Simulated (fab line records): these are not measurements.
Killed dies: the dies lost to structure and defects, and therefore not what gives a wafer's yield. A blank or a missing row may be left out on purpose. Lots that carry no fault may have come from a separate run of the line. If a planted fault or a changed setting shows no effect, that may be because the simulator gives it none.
Chamber matching    flow n5_finfet    N5_BEOL_M11_STRIP_67 on rie_diel-03: 4 sister chambers
The step strips in CF4. 4 wafers are shown with their chamber, then 8 later ones without.

== WAFERS WITH THEIR CHAMBER ==
wafer   chamber  drypump_motor_current_A (A)
L083.2  3        5.5
L092.1  1        4.9
L092.6  2        6.6
L093.2  0        5.7

== WAFERS WHOSE CHAMBER IS MISSING ==
wafer   drypump_motor_current_A (A)
L093.4  5.4
L093.6  5.4
L091.1  5.4
L091.4  5.6
L091.5  5.6
L096.1  5.4
L096.2  4.9
L096.6  4.9

== CHAMBER TAKEN BY EACH ==
wafer   from the rows above      in truth
L093.4  3                        3
L093.6  3                        3
L091.1  3                        3
L091.4  can't be placed: 3 or 0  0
L091.5  can't be placed: 3 or 0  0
L096.1  3                        3
L096.2  1                        1
L096.6  1                        1
Placed correctly: 6 of 8. Not placeable from these rows: 2 (in 2, the candidates include the true chamber). Wrongly placed: 0.
How it was worked out, from the rows above alone: a wafer's distance from a chamber is the root of the sum, over the readings, of the square of ((its reading less the chamber's mean) divided by the reading's scatter). If the next closest chamber is less than 2 further off than the closest, the wafer can't be placed; otherwise it belongs to the closest. A chamber's mean is the mean of its shown wafers. The scatter (one wafer shown for each chamber): square how far every hidden wafer sits from the nearest shown wafer, average those squares and take the square root.
